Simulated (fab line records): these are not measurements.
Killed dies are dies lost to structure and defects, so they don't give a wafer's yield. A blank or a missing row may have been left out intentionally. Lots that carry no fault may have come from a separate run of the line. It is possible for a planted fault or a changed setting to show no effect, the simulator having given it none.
Which tool did it?    flow n5Finfet    24 lots with 72 wafers sampled at 6 steps, on a route of 1938 steps

== WHAT THE GAUGES SHOWED, per wafer ==
N5_ILD0_THK_MEAS_04. Usual: thkNm 197.1 nm, standard deviation 1.3.
lot   measured     on            thkNm (nm)         flag
L074  day 3 11:55  filmMetro-02  195.4 195.9 195.9  
L075  day 3 22:23  filmMetro-01  194.0 194.8 195.3  
L076  day 4 04:16  filmMetro-01  198.1 195.9 195.7  
L077  day 4 09:20  filmMetro-02  197.4 198.8 196.1  
L078  day 4 16:53  filmMetro-02  198.6 197.9 197.4  
L079  day 4 19:02  filmMetro-02  196.0 196.1 196.2  
L080  day 5 01:21  filmMetro-01  198.8 196.4 198.9  
L081  day 5 09:59  filmMetro-01  197.2 198.0 198.4  
L082  day 5 14:40  filmMetro-02  196.1 198.8 197.8  
L083  day 5 20:04  filmMetro-02  197.2 198.2 198.1  
L084  day 6 02:10  filmMetro-02  197.5 197.5 199.8  
L085  day 6 10:16  filmMetro-01  197.3 198.2 194.2  
L086  day 6 17:40  filmMetro-02  197.8 199.9 199.1  
L087  day 6 19:59  filmMetro-01  196.7 197.1 195.5  
L088  day 7 02:26  filmMetro-01  194.8 194.8 197.7  
L089  day 7 07:49  filmMetro-01  198.0 194.6 196.2  
L090  day 7 12:55  filmMetro-01  197.7 197.9 196.9  
L091  day 7 19:27  filmMetro-01  198.2 198.1 196.5  
L092  day 8 00:36  filmMetro-01  198.5 197.8 197.9  
L093  day 8 10:50  filmMetro-02  198.6 198.0 196.3  
L094  day 8 14:09  filmMetro-01  198.2 196.7 195.8  
L095  day 8 20:24  filmMetro-02  195.7 197.9 197.0  
L096  day 9 03:30  filmMetro-02  198.2 195.9 198.2  
L097  day 9 05:26  filmMetro-02  198.9 197.3 198.0  

N5_ILD0_THK_MEAS_13. Usual: thkNm 17.4 nm, standard deviation 1.4.
lot   measured     on            thkNm (nm)      flag
L074  day 3 15:28  filmMetro-01  19.7 15.5 15.7  
L075  day 4 01:55  filmMetro-01  15.5 16.1 15.9  
L076  day 4 08:14  filmMetro-02  19.1 18.0 16.9  
L077  day 4 13:01  filmMetro-02  15.7 17.7 18.8  
L078  day 4 20:32  filmMetro-01  17.7 16.0 15.4  
L079  day 4 22:50  filmMetro-02  19.3 16.2 19.0  
L080  day 5 04:58  filmMetro-02  18.8 19.1 18.0  
L081  day 5 13:32  filmMetro-01  18.2 16.3 17.3  
L082  day 5 18:13  filmMetro-01  17.5 15.5 15.2  
L083  day 6 00:43  filmMetro-02  20.1 16.1 17.1  
L084  day 6 05:43  filmMetro-02  18.2 17.6 18.5  
L085  day 6 13:47  filmMetro-01  17.4 19.2 14.9  
L086  day 6 21:20  filmMetro-01  16.5 17.8 18.2  
L087  day 6 23:31  filmMetro-01  15.6 15.7 17.5  
L088  day 7 06:02  filmMetro-02  18.1 15.6 15.3  
L089  day 7 11:24  filmMetro-01  18.9 18.3 15.9  
L090  day 7 16:49  filmMetro-01  16.9 16.6 18.5  
L091  day 7 22:59  filmMetro-01  18.7 16.1 16.8  
L092  day 8 04:08  filmMetro-02  18.9 16.9 17.4  
L093  day 8 14:36  filmMetro-02  15.0 20.6 15.7  
L094  day 8 17:43  filmMetro-02  17.5 18.5 17.8  
L095  day 9 00:04  filmMetro-02  18.4 20.2 18.7  
L096  day 9 07:11  filmMetro-02  17.6 17.5 20.0  
L097  day 9 08:58  filmMetro-01  18.0 18.7 18.4  

N5_SDB_CD_MEAS_11: the cd target is 50 nm. Usual: cdNm 49.8 nm, standard deviation 1.2.
lot   measured     on        cdNm (nm)       flag
L074  day 3 15:58  cdSem-03  49.9 50.3 50.4  
L075  day 4 02:19  cdSem-01  52.2 50.5 49.3  
L076  day 4 08:38  cdSem-03  47.7 49.8 46.8  
L077  day 4 13:31  cdSem-03  51.1 51.5 50.2  
L078  day 4 21:03  cdSem-02  51.3 51.7 51.9  
L079  day 4 23:14  cdSem-02  50.3 50.2 48.1  
L080  day 5 05:23  cdSem-01  48.2 50.9 48.6  
L081  day 5 14:02  cdSem-01  50.9 51.0 49.8  
L082  day 5 18:36  cdSem-02  50.5 49.4 48.5  
L083  day 6 01:14  cdSem-02  49.6 49.8 50.5  
L084  day 6 06:13  cdSem-03  48.3 49.7 49.1  
L085  day 6 14:20  cdSem-03  48.6 48.6 48.2  
L086  day 6 21:45  cdSem-02  51.0 51.1 49.9  
L087  day 7 00:01  cdSem-03  48.4 50.6 50.7  
L088  day 7 06:33  cdSem-01  46.9 48.8 48.9  
L089  day 7 11:55  cdSem-01  49.0 49.3 51.4  
L090  day 7 17:14  cdSem-01  51.0 47.8 47.8  
L091  day 7 23:30  cdSem-03  50.2 50.9 50.9  
L092  day 8 04:39  cdSem-02  50.2 49.1 50.9  
L093  day 8 14:59  cdSem-02  51.5 49.0 50.1  
L094  day 8 18:14  cdSem-01  50.8 48.7 49.1  
L095  day 9 00:34  cdSem-02  51.0 49.6 49.8  
L096  day 9 07:34  cdSem-01  50.1 49.4 51.0  
L097  day 9 09:29  cdSem-01  49.1 52.1 50.3  

N5_SDB_OVL_MEAS_12. Usual: SDB_OVL typically reads -0.4 nm, with standard deviation 0.91.
lot   measured     on          SDB_OVL (nm)    flag
L074  day 3 16:00  overlay-01  -0.9 -1.9 -1.9  
L075  day 4 02:20  overlay-01  1.0 1.1 -0.4    
L076  day 4 08:39  overlay-02  0.2 0.5 0.3     
L077  day 4 13:33  overlay-02  0.3 -1.2 0.8    
L078  day 4 21:05  overlay-02  -0.3 -0.7 -0.6  
L079  day 4 23:16  overlay-02  -1.9 -1.6 -1.9  
L080  day 5 05:25  overlay-02  -0.5 0.1 -1.1   
L081  day 5 14:04  overlay-02  -0.2 -0.9 0.2   
L082  day 5 18:38  overlay-02  0.1 1.0 0.8     
L083  day 6 01:16  overlay-02  -0.2 -0.9 -0.3  
L084  day 6 06:15  overlay-02  0.5 0.3 0.6     
L085  day 6 14:22  overlay-01  -2.2 -0.9 -1.9  
L086  day 6 21:47  overlay-02  -1.3 -0.8 -0.9  
L087  day 7 00:04  overlay-02  -2.0 -1.0 -1.4  
L088  day 7 06:35  overlay-02  -1.2 -0.8 0.2   
L089  day 7 11:56  overlay-02  -0.3 -0.1 -1.0  
L090  day 7 17:16  overlay-02  -0.2 -0.1 -1.4  
L091  day 7 23:32  overlay-01  0.7 0.2 0.8     
L092  day 8 04:41  overlay-01  1.3 1.2 0.7     
L093  day 8 15:01  overlay-02  0.1 1.1 -1.0    
L094  day 8 18:16  overlay-01  -0.4 -0.4 -0.4  
L095  day 9 00:36  overlay-02  0.4 0.6 0.1     
L096  day 9 07:36  overlay-01  -1.6 -0.8 -1.1  
L097  day 9 09:31  overlay-02  -0.9 0.3 0.2    

== WHAT TOOL EACH LOT RAN ON (gives the tool, then ch and the chambers of the sampled wafers, and finally the start) ==
lot   N5_SD_ACTIVATION_RTA_00         N5_ILD0_LINER_00
L074  rtpAnneal-02 ch 0, day 3 08:30  aldSin-02 ch 0,2,3, day 3 09:16
L075  rtpAnneal-01 ch 0, day 3 18:59  aldSin-03 ch 1,3, day 3 19:43
L076  rtpAnneal-01 ch 0, day 4 00:24  aldSin-03 ch 1,3, day 4 01:36
L077  rtpAnneal-02 ch 0, day 4 05:55  aldSin-01 ch 0,2, day 4 06:40
L078  rtpAnneal-02 ch 0, day 4 12:37  aldSin-03 ch 1,2, day 4 14:13
L079  rtpAnneal-01 ch 0, day 4 15:35  aldSin-01 ch 0,2,3, day 4 16:21
L080  rtpAnneal-02 ch 0, day 4 21:56  aldSin-03 ch 1,2, day 4 22:42
L081  rtpAnneal-02 ch 0, day 5 06:29  aldSin-02 ch 0,1,2, day 5 07:20
L082  rtpAnneal-01 ch 0, day 5 11:00  aldSin-01 ch 1,3, day 5 12:01
L083  rtpAnneal-02 ch 0, day 5 15:56  aldSin-02 ch 0,3, day 5 17:25
L084  rtpAnneal-01 ch 0, day 5 22:38  aldSin-02 ch 0,1,3, day 5 23:30
L085  rtpAnneal-02 ch 0, day 6 06:49  aldSin-02 ch 0,1, day 6 07:36
L086  rtpAnneal-02 ch 0, day 6 14:14  aldSin-01 ch 1,2, day 6 14:59
L087  rtpAnneal-01 ch 0, day 6 16:33  aldSin-01 ch 0,1,3, day 6 17:19
L088  rtpAnneal-01 ch 0, day 6 22:48  aldSin-03 ch 1,2, day 6 23:46
L089  rtpAnneal-02 ch 0, day 7 04:23  aldSin-01 ch 0,1,2, day 7 05:09
L090  rtpAnneal-02 ch 0, day 7 09:23  aldSin-03 ch 2,3, day 7 10:13
L091  rtpAnneal-02 ch 0, day 7 16:01  aldSin-02 ch 1,2, day 7 16:47
L092  rtpAnneal-01 ch 0, day 7 21:10  aldSin-01 ch 1,2,3, day 7 21:55
L093  rtpAnneal-02 ch 0, day 8 07:07  aldSin-02 ch 0,2,3, day 8 08:08
L094  rtpAnneal-02 ch 0, day 8 10:45  aldSin-03 ch 1,2, day 8 11:29
L095  rtpAnneal-02 ch 0, day 8 16:26  aldSin-02 ch 1,2, day 8 17:23
L096  rtpAnneal-02 ch 0, day 8 23:45  aldSin-01 ch 0,1,3, day 9 00:29
L097  rtpAnneal-01 ch 0, day 9 01:47  aldSin-02 ch 2,3, day 9 02:33
- N5_SD_ACTIVATION_RTA_00: time 0 s.
- N5_ILD0_LINER_00: material SiNx, target thk 4 nm, pulse time 1 s, purge time 2 s.

== WHAT THE TOOLS THEMSELVES READ (means of the sampled wafers that have a number; where no wafer has one, the mark that the record gives instead) ==
N5_SD_ACTIVATION_RTA_00. Usual: lampPowerPct 8.95 %, standard deviation 0.05; wafer_temp_C_max 975.1, standard deviation 2.1.
lot   tool          lampPowerPct (%)  wafer_temp_C_max  flag
L074  rtpAnneal-02  8.98              974.8             
L075  rtpAnneal-01  8.96              975.3             
L076  rtpAnneal-01  8.99              974.9             
L077  rtpAnneal-02  8.96              975.3             
L078  rtpAnneal-02  8.95              973.4             
L079  rtpAnneal-01  8.93              975.9             
L080  rtpAnneal-02  8.93              977.0             
L081  rtpAnneal-02  8.97              975.2             
L082  rtpAnneal-01  8.89              976.2             
L083  rtpAnneal-02  8.95              974.1             
L084  rtpAnneal-01  8.93              976.3             
L085  rtpAnneal-02  8.95              974.0             
L086  rtpAnneal-02  8.99              975.5             
L087  rtpAnneal-01  8.97              974.3             
L088  rtpAnneal-01  8.92              974.5             
L089  rtpAnneal-02  8.95              973.3             
L090  rtpAnneal-02  8.92              975.5             
L091  rtpAnneal-02  8.92              977.1             
L092  rtpAnneal-01  8.97              973.6             
L093  rtpAnneal-02  8.93              976.0             
L094  rtpAnneal-02  8.96              973.8             
L095  rtpAnneal-02  8.97              976.5             
L096  rtpAnneal-02  8.98              976.0             
L097  rtpAnneal-01  8.99              975.9             

N5_ILD0_LINER_00. Usual: heaterPowerW 835 W, standard deviation 120; precursorPulseHeightRel 1.002, standard deviation 0.022.
lot   tool       heaterPowerW (W)  precursorPulseHeightRel  flag
L074  aldSin-02  819               1.022                    
L075  aldSin-03  749               1.014                    
L076  aldSin-03  751               1.009                    
L077  aldSin-01  969               0.978                    
L078  aldSin-03  742               1.020                    
L079  aldSin-01  895               1.017                    
L080  aldSin-03  717               1.002                    
L081  aldSin-02  822               0.995                    
L082  aldSin-01  895               1.012                    
L083  aldSin-02  897               1.009                    
L084  aldSin-02  854               0.997                    
L085  aldSin-02  929               1.006                    
L086  aldSin-01  987               0.999                    
L087  aldSin-01  849               0.997                    
L088  aldSin-03  711               1.025                    
L089  aldSin-01  930               0.997                    
L090  aldSin-03  839               0.994                    
L091  aldSin-02  780               1.005                    
L092  aldSin-01  956               1.022                    
L093  aldSin-02  809               1.011                    
L094  aldSin-03  732               1.005                    
L095  aldSin-02  750               0.977                    
L096  aldSin-01  814               1.004                    
L097  aldSin-02  721               1.014                    

== THE ANSWER, worked out from the rows above alone ==
Rule: lot off if the mean of its wafers having a number is beyond 3 standard deviations from the usual mean. Also off: a lot with no number at a reading for which 4 or more lots have one. Where the step has rows for the other lots, those lots are counted as sound. Order of review: gauges by route order, followed by the tools' own readings, for which a lot's mean as printed above is used. The first step at which some lot is off is used, and at that step the reading that is off furthest; a lot without a number counts as furthest.
Across all readings shown, no lot is off: no conclusion can be drawn from this.

== WHAT HAD BEEN PUT IN BY THE SIMULATOR ==
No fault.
